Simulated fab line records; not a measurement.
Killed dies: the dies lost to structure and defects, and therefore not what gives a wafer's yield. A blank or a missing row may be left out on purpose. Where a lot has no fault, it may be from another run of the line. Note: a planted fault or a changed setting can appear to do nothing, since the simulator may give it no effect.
Which tool is to blame? -- flow nandHarc -- 24 lots, 72 wafers sampled, at 3 steps of a route of 1302

WHAT THE GAUGES SHOWED, per wafer
NHARC_P_GATE_INSPECT_68. Usual: rawDefectCount at 233, with a standard deviation of 82.
lot,measured,on,rawDefectCount,flag
L074,day 6 04:37,defectInspect-01,132 279 233,
L075,day 6 11:08,defectInspect-01,164 232 202,
L076,day 6 12:35,defectInspect-01,205 365 159,
L077,day 7 07:05,defectInspect-02,251 194 140,
L078,day 7 12:53,defectInspect-01,403 152 307,
L079,day 8 01:10,defectInspect-02,237 112 239,
L080,day 8 08:20,defectInspect-01,254 168 179,
L081,day 8 18:16,defectInspect-01,193 340 258,
L082,day 9 05:14,defectInspect-01,328 179 176,
L083,day 10 01:52,defectInspect-01,200 379 213,
L084,day 10 06:15,defectInspect-02,170 379 236,
L085,day 10 09:07,defectInspect-02,177 210 254,
L086,day 10 23:38,defectInspect-01,279 168 401,
L087,day 11 03:59,defectInspect-02,435 259 453,
L088,day 11 22:42,defectInspect-02,340 337 237,
L089,day 12 00:25,defectInspect-01,183 208 201,
L090,day 12 14:13,defectInspect-02,172 195 207,
L091,day 13 04:01,defectInspect-02,99 242 148,
L092,day 13 09:56,defectInspect-02,211 135 170,
L093,day 14 00:19,defectInspect-02,180 147 140,
L094,day 14 06:11,defectInspect-01,106 115 189,
L095,day 14 16:04,defectInspect-02,329 287 211,
L096,day 15 00:38,defectInspect-02,171 146 273,
L097,day 15 13:38,defectInspect-01,350 337 412,

EACH LOT AND THE TOOL THAT RAN IT (in order: tool; ch and the chambers of the sampled wafers; start)
lot,NHARC_P_ZERO_WELL_DESCUM_13,NHARC_P_ZERO_WELL_DESCUM_26
L074,"rieDiel-07 ch 0,1,2, day 1 21:17","rieDiel-07 ch 2,3, day 1 22:43"
L075,"rieDiel-07 ch 0,1,2, day 2 07:26","rieDiel-07 ch 0,1,2, day 2 11:50"
L076,"rieDiel-08 ch 1,2,3, day 2 17:17","rieDiel-08 ch 1,2,3, day 2 18:30"
L077,"rieDiel-12 ch 2,3, day 3 03:24","rieDiel-12 ch 0,1,2, day 3 04:49"
L078,"rieDiel-08 ch 0,1,3, day 3 13:28","rieDiel-08 ch 0,1,2, day 3 14:49"
L079,"rieDiel-07 ch 1,2,3, day 3 23:42","rieDiel-12 ch 0,2,3, day 4 01:05"
L080,"rieDiel-12 ch 1,2,3, day 4 09:27","rieDiel-12 ch 1,2,3, day 4 10:53"
L081,"rieDiel-12 ch 2,3, day 4 19:16","rieDiel-08 ch 0,2,3, day 4 20:34"
L082,"rieDiel-12 ch 2,3, day 5 05:43","rieDiel-08 ch 2,3, day 5 07:05"
L083,"rieDiel-07 ch 0,3, day 5 15:24","rieDiel-07 ch 1,3, day 5 16:39"
L084,"rieDiel-08 ch 0,1,2, day 6 01:25","rieDiel-08 ch 1,2,3, day 6 02:49"
L085,"rieDiel-07 ch 0,1,3, day 6 11:26","rieDiel-12 ch 1,3, day 6 12:38"
L086,"rieDiel-08 ch 0,1,2, day 6 21:24","rieDiel-07 ch 1,2,3, day 6 22:46"
L087,"rieDiel-12 ch 1,2, day 7 07:24","rieDiel-08 ch 0,1,3, day 7 08:48"
L088,"rieDiel-12 ch 0,1,3, day 7 17:25","rieDiel-12 ch 0,2,3, day 7 18:40"
L089,"rieDiel-12 ch 0,2,3, day 8 03:31","rieDiel-12 ch 0,1,2, day 8 04:51"
L090,"rieDiel-07 ch 0,1, day 8 13:24","rieDiel-12 ch 0,2,3, day 8 14:48"
L091,"rieDiel-12 ch 0,3, day 8 23:23","rieDiel-12 ch 0,2,3, day 9 00:46"
L092,"rieDiel-08 ch 0,1,2, day 9 09:17","rieDiel-08 ch 1,2,3, day 9 10:29"
L093,"rieDiel-07 ch 0,1,2, day 9 19:25","rieDiel-08 ch 1,2, day 9 20:43"
L094,"rieDiel-08 ch 0,3, day 10 05:25","rieDiel-12 ch 2,3, day 10 06:53"
L095,"rieDiel-12 ch 2,3, day 10 15:37","rieDiel-12 ch 1,3, day 10 16:59"
L096,"rieDiel-08 ch 0,2,3, day 11 01:36","rieDiel-12 ch 0,2,3, day 11 02:58"
L097,"rieDiel-12 ch 0,2,3, day 11 11:25","rieDiel-12 ch 1,2, day 11 12:44"
- NHARC_P_ZERO_WELL_DESCUM_13: chemistry O2, time 3 s.
- NHARC_P_ZERO_WELL_DESCUM_26: chemistry O2, time 3 s.

WHAT THE TOOLS THEMSELVES READ (means of the sampled wafers that have a number; where no wafer has one, the mark that the record gives instead)
NHARC_P_ZERO_WELL_DESCUM_13. Usual: drypumpMotorCurrentA 5.8 A, standard deviation 0.33; oesProductAu 1.000 a.u., standard deviation 0.01; rfVppV 57.7 V, standard deviation 0.92; showerheadPlenumPTorr 1.92 Torr, standard deviation 0.066; throttleValvePct 11.312 %, standard deviation 0.0095.
lot,tool,drypumpMotorCurrentA (A),oesProductAu (a.u.),rfVppV (V),showerheadPlenumPTorr (Torr),throttleValvePct (%),flag
L074,rieDiel-07,6.0,1.000,58.0,1.91,11.310,
L075,rieDiel-07,6.0,1.000,57.4,1.91,11.317,
L076,rieDiel-08,5.9,1.011,57.7,1.97,11.306,
L077,rieDiel-12,6.0,0.993,58.0,2.00,11.319,
L078,rieDiel-08,5.8,1.005,57.9,1.91,11.302,
L079,rieDiel-07,5.7,1.005,57.9,1.88,11.311,
L080,rieDiel-12,5.8,1.007,57.8,1.96,11.312,
L081,rieDiel-12,6.0,1.007,58.3,1.99,11.308,
L082,rieDiel-12,5.9,1.000,58.8,1.99,11.308,
L083,rieDiel-07,5.5,0.990,57.2,1.90,11.308,
L084,rieDiel-08,5.7,1.006,57.4,1.89,11.316,
L085,rieDiel-07,5.7,1.003,56.9,1.88,11.319,
L086,rieDiel-08,5.7,0.999,57.4,1.89,11.324,
L087,rieDiel-12,5.7,0.993,58.0,1.95,11.315,
L088,rieDiel-12,5.8,1.000,57.6,1.92,11.312,
L089,rieDiel-12,5.9,0.989,58.0,1.95,11.311,
L090,rieDiel-07,6.1,1.011,57.1,1.88,11.321,
L091,rieDiel-12,5.8,1.000,57.6,1.92,11.318,
L092,rieDiel-08,5.7,1.002,57.6,1.89,11.307,
L093,rieDiel-07,6.0,1.011,57.8,1.89,11.308,
L094,rieDiel-08,6.2,1.006,57.3,1.94,11.310,
L095,rieDiel-12,5.9,0.997,57.9,1.98,11.314,
L096,rieDiel-08,6.0,0.999,58.1,1.93,11.321,
L097,rieDiel-12,5.9,0.997,57.8,1.95,11.320,

NHARC_P_ZERO_WELL_DESCUM_26. Usual: drypumpMotorCurrentA 5.8 A, standard deviation 0.32; oesProductAu 0.999 a.u., standard deviation 0.0093; rfVppV 57.8 V, standard deviation 0.9; showerheadPlenumPTorr 1.92 Torr, standard deviation 0.067; throttleValvePct 11.310 %, standard deviation 0.0082.
lot,tool,drypumpMotorCurrentA (A),oesProductAu (a.u.),rfVppV (V),showerheadPlenumPTorr (Torr),throttleValvePct (%),flag
L074,rieDiel-07,5.2,0.990,57.6,1.89,11.314,
L075,rieDiel-07,6.0,1.002,58.0,1.91,11.305,
L076,rieDiel-08,5.9,1.007,57.8,1.97,11.314,
L077,rieDiel-12,5.7,0.998,57.8,1.92,11.305,
L078,rieDiel-08,5.7,1.005,58.7,1.90,11.313,
L079,rieDiel-12,5.9,0.996,58.7,1.96,11.300,
L080,rieDiel-12,5.8,1.000,57.3,1.96,11.310,
L081,rieDiel-08,6.0,1.005,57.0,1.95,11.309,
L082,rieDiel-08,6.1,0.994,57.7,2.01,11.309,
L083,rieDiel-07,5.4,0.995,57.5,1.86,11.317,
L084,rieDiel-08,5.9,0.999,58.9,1.96,11.312,
L085,rieDiel-12,5.7,0.993,57.2,1.91,11.302,
L086,rieDiel-07,5.7,1.002,57.0,1.88,11.301,
L087,rieDiel-08,5.8,1.006,57.5,1.90,11.311,
L088,rieDiel-12,5.9,0.995,58.4,1.95,11.305,
L089,rieDiel-12,5.8,1.003,57.5,1.91,11.309,
L090,rieDiel-12,5.9,0.990,57.4,1.95,11.305,
L091,rieDiel-12,5.9,0.995,58.2,1.95,11.307,
L092,rieDiel-08,5.9,1.001,57.9,1.96,11.304,
L093,rieDiel-08,5.8,0.990,57.7,1.95,11.313,
L094,rieDiel-12,5.9,1.002,57.7,1.98,11.316,
L095,rieDiel-12,5.9,1.005,57.3,1.94,11.311,
L096,rieDiel-12,5.9,1.002,58.0,1.95,11.315,
L097,rieDiel-12,5.7,0.998,57.5,1.90,11.316,

THE ANSWER, worked out from the rows above alone
Rule: a lot is off if the mean of its wafers that have a number lies more than 3 standard deviations from the usual mean. Also off: a lot with no number at a reading for which 4 or more lots have one. All remaining lots with rows at the step are treated as sound. Order of review: gauges by route order, followed by the tools' own readings, for which a lot's mean as printed above is used. The first step at which some lot is off is used, and at that step the reading that is off furthest; a lot without a number counts as furthest.
Across all readings shown, no lot is off: no conclusion can be drawn from this.

WHAT THE SIMULATOR HAD PUT IN
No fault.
